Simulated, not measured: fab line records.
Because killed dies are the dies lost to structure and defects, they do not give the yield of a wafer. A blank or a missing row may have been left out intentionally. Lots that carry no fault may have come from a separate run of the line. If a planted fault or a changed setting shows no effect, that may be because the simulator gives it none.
Chamber matching | flow n5Finfet | N5_SDB_ETCH_25 on rieDiel-03: 4 sister chambers
The step etches SiO2 in C4F6/O2, target depth 10 nm, time 3.3 s. 4 wafers are shown with their chamber, then 12 later ones without.

## EACH WAFER AND ITS CHAMBER
wafer  | chamber | showerheadPlenumPTorr (Torr)
L084.4 | 0       | 2.84
L088.6 | 3       | 2.89
L091.5 | 1       | 2.77
L091.6 | 2       | 2.90

## WAFERS WITHOUT THEIR CHAMBER
wafer  | showerheadPlenumPTorr (Torr)
L092.2 | 2.90
L092.4 | 2.90
L092.5 | 2.77
L093.2 | 2.76
L093.3 | 2.88
L093.6 | 2.90
L094.2 | 2.83
L094.3 | 2.76
L094.5 | 2.83
L097.3 | 2.83
L097.4 | 2.88
L097.6 | 2.83

## WHICH CHAMBER EACH ONE RAN IN
wafer  | from the rows above     | in truth
L092.2 | can't be placed: 2 or 3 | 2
L092.4 | can't be placed: 2 or 3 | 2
L092.5 | 1                       | 1
L093.2 | 1                       | 1
L093.3 | can't be placed: 3 or 2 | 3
L093.6 | can't be placed: 2 or 3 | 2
L094.2 | 0                       | 0
L094.3 | 1                       | 1
L094.5 | 0                       | 0
L097.3 | 0                       | 0
L097.4 | can't be placed: 3 or 2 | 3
L097.6 | 0                       | 0
Correctly placed: 7 of 12. Cannot be placed on the basis of these rows: 5; the candidates contain the true chamber in 5. 0 placed wrongly.
How it was worked out, from the rows above alone: a wafer's distance from a chamber is the root of the sum, over the readings, of the square of ((its reading less the chamber's mean) divided by the reading's scatter). The wafer belongs to the nearest chamber; if the next one is less than 2 further off, it can't be placed. Each chamber's mean is taken over the wafers shown for it. The scatter (one wafer shown for each chamber): square how far every hidden wafer sits from the nearest shown wafer, average those squares and take the square root.
